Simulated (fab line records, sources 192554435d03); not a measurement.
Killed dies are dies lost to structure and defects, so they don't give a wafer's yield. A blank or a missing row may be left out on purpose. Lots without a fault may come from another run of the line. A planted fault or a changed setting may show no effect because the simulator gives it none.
A struck lot beside a sound one | flow n5_finfet | 16 steps out of a route of 1938
Sound: wafers L237.1, L237.2, L237.5. Struck: wafers L236.1, L236.2, L236.5. The cause comes at the end.
At each step with rows: each side's tool, then ch and its chambers, then its first start. Under that, the readings that differ: sound wafers | struck wafers | difference of the means | sigmas: that difference in standard deviations of wafers without a fault.
alike: readings whose means differ by less than 2 such deviations, and words and numbers that are the same on both sides. not compared: withheld readings, readings that some wafer has no value for, bounds like >300 that may hide the same value, and numbers for which the record gives no deviation and whose values overlap.
The two part at a step that has a row with sigmas, a row that says differs or no value, or rows on one side only. Numbers that don't overlap but have no deviation are shown without sigmas and don't part them. A reading that every wafer of one side lacks parts them only if that side has two wafers or more.

N5_BEOL_M1_PRE_CLEAN_60: time 15 s.
  sound on cvd_co-02 ch 0,1, day 7 07:01; struck on cvd_co-01 ch 1,2, day 7 07:04
  alike: heater_power_w
then, 2 steps without rows for these wafers: N5_BEOL_M1_CO_CAP_55 (material Co, precursor CCTBA/H2, target thk 2 nm, time 102.1 s); N5_BEOL_M1_PRE_CLEAN_56 (time 15 s).
N5_BEOL_M1_DEP_57: deposits SiCN from 3MS/NH3, target thk 8 nm, time 14 s.
  sound on pecvd-02 ch 0,2, day 7 07:11; struck on pecvd-03 ch 0,1, day 7 07:13
  alike: showerhead_plenum_p_Torr, throttle_valve_pct
N5_BEOL_M1_RS_MEAS_58: measures by four-point-probe.
  sound on film_metro-02, day 7 07:14; struck on film_metro-02, day 7 07:17
  reading        | sound          | struck         | difference | sigmas
  M1_RS (ohm/sq) | 0.77 0.79 0.68 | 0.68 0.63 0.62 | -0.10      | -3
N5_BEOL_M1_INSPECT_59: inspects for defects (darkfield).
  sound on defect_inspect-01, day 7 07:16; struck on defect_inspect-01, day 7 07:19
  alike: raw_defect_count
N5_BEOL_M2_ILD_DEP_00: deposits SiOC from DEMS/O2, target thk 79 nm, time 15.3 s.
  sound on pecvd-01 ch 0,2, day 7 07:19; struck on pecvd-02 ch 0,1,2, day 7 07:21
  alike: heater_power_w, showerhead_plenum_p_Torr, throttle_valve_pct
N5_BEOL_M2_THK_MEAS_01:
  sound on film_metro-02, day 7 07:23; struck on film_metro-01, day 7 07:25
  alike: M2_ILD_THK
N5_BEOL_M2_PECVD_72: deposits SiO2 from TEOS/O2, target thk 16 nm, time 18 s.
  sound on pecvd-01 ch 0,2, day 7 07:26; struck on pecvd-04 ch 0,1,2, day 7 07:28
  alike: heater_power_w, showerhead_plenum_p_Torr, throttle_valve_pct
N5_BEOL_M2_HM_DEP_02: deposits TiN, target thk 20 nm.
  sound on pvd_sputter-01, day 7 07:30; struck on pvd_sputter-01, day 7 09:26
  alike: throttle_valve_pct
then, 2 steps without rows for these wafers: N5_BEOL_M2_COAT_61 (time 60 s, resist thk 60 nm); N5_BEOL_M2_COAT_62 (time 60 s, resist thk 12 nm).
N5_BEOL_M2_COAT_73: time 60 s, resist thk 5 nm.
  sound on litho_track-01 ch 0, day 7 07:38; struck on litho_track-01 ch 0, day 7 09:34
  reading                  | sound                | struck               | difference | sigmas
  heater_power_total_W (W) | 389.5 392.9 390.4    | 378.1 380.2 378.7    | -11.9      | -9
  plate_temp_C (C)         | 205.27 204.97 204.95 | 199.95 200.11 200.13 | -5.00      | -29
then, 1 step without rows for these wafers: N5_BEOL_M2_COAT_05 (resist thk 30 nm).
N5_BEOL_M4_RC_MEAS_101:
  sound on prober-02 ch 0, day 8 17:44; struck on prober-02 ch 0, day 9 00:00
  reading   | sound          | struck         | difference | sigmas
  VT_P (mV) | -253 -257 -258 | -249 -251 -247 | +7         | +2
  alike: DIBL_N, DIBL_P, IOFF_N, IOFF_P, ION_N, ION_P, SS_N, SS_P, VT_N
N5_PASSIVATION_PROBE_49:
  the record has rows for the sound wafers here (prober-02, day 12 16:20) and none for the struck ones

WHERE THEY PART
First at N5_BEOL_M1_RS_MEAS_58; last, within this record, at N5_PASSIVATION_PROBE_49.

WHY: what the simulator had put in
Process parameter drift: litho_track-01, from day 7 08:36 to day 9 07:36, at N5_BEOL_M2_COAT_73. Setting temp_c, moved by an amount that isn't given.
